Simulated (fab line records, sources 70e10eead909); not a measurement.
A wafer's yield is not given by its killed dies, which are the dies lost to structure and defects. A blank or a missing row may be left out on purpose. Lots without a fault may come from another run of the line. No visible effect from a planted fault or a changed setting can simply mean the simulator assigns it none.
Matching of chambers | flow nand harc | NHARC_A_STAIRCASE_DEP_325 on pecvd-04 has 3 sister chambers
The step deposits SiO2, target thk 7200 nm. 3 wafers are shown with their chamber, then 9 later ones without.

== WAFERS PAIRED WITH THEIR CHAMBERS ==
wafer  | chamber | heater power w (W)
L085.2 | 1       | 893
L085.4 | 2       | 539
L085.6 | 0       | 631

== WAFERS WITHOUT THEIR CHAMBER ==
wafer  | heater power w (W)
L092.3 | 896
L092.4 | 530
L092.5 | 648
L094.2 | 788
L094.3 | 919
L094.4 | 652
L095.1 | 718
L095.2 | 662
L095.3 | 964

== THE CHAMBER EACH PASSED THROUGH ==
wafer  | from the rows above          | in truth
L092.3 | 1                            | 1
L092.4 | can't be placed: 2 or 0      | 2
L092.5 | can't be placed: 0 or 2      | 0
L094.2 | can't be placed: 1 or 0      | 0
L094.3 | 1                            | 1
L094.4 | can't be placed: 0 or 2      | 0
L095.1 | can't be placed: 0 or 1 or 2 | 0
L095.2 | can't be placed: 0 or 2      | 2
L095.3 | 1                            | 1
Correct placement for 3 of the 9. These rows do not allow placing 6 (true chamber among the candidates in 6). Placed wrongly: 0.
How it was worked out, from the rows above alone: a wafer's distance from a chamber is the root of the sum, over the readings, of the square of ((its reading less the chamber's mean) divided by the reading's scatter). If the next closest chamber is less than 2 further off than the closest, the wafer can't be placed; otherwise it belongs to the closest. A chamber's mean is the mean of its shown wafers. The scatter: root of mean squared gap, hidden wafer to nearest shown wafer, with one shown wafer a chamber.
